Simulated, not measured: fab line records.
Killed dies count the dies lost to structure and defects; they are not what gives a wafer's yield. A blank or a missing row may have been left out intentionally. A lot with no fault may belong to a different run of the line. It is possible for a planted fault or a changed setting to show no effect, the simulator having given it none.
Chamber matching | flow n5_finfet | 4 sister chambers for N5_MOL_CONTACT_COAG_ETCH_65 on rie_diel-04
The step etches underlayer in N2/H2, target depth 13 nm, time 10.4 s. 8 wafers are shown with their chamber, then 7 later ones without.

== WAFERS PAIRED WITH THEIR CHAMBERS ==
wafer  | chamber | drypump_motor_current_A (A) | throttle_valve_pct (%)
L075.2 | 2       | 5.5                         | 17.3
L079.4 | 1       | 5.4                         | 17.7
L079.6 | 1       | 5.4                         | 17.8
L084.1 | 0       | 6.1                         | 17.7
L084.2 | 3       | 4.9                         | 18.0
L084.5 | 2       | 5.5                         | 17.3
L085.3 | 0       | 6.0                         | 17.7
L085.4 | 3       | 4.9                         | 18.0

== WAFERS WITHOUT THEIR CHAMBER ==
wafer  | drypump_motor_current_A (A) | throttle_valve_pct (%)
L085.5 | 5.4                         | 17.8
L086.3 | 5.4                         | 17.8
L086.4 | 5.5                         | 17.3
L086.6 | 5.5                         | 17.3
L087.1 | 5.6                         | 17.3
L087.4 | 4.9                         | 18.0
L087.6 | 6.1                         | 17.7

== CHAMBER TAKEN BY EACH ==
wafer  | from the rows above | in truth
L085.5 | 1                   | 1
L086.3 | 1                   | 1
L086.4 | 2                   | 2
L086.6 | 2                   | 2
L087.1 | 2                   | 2
L087.4 | 3                   | 3
L087.6 | 0                   | 0
Correctly placed: 7 of 7. From these rows, 0 cannot be placed. Placed wrongly: 0.
How it was worked out, from the rows above alone: a wafer's distance from a chamber is the root of the sum, over the readings, of the square of ((its reading less the chamber's mean) divided by the reading's scatter). The wafer belongs to the nearest chamber; if the next one is less than 2 further off, it can't be placed. For every chamber, the mean is computed from those of its wafers that are shown. The scatter is the square root of a quotient: the sum, over the shown wafers, of each reading's squared deviation from its chamber's mean, divided by wafers minus chambers.
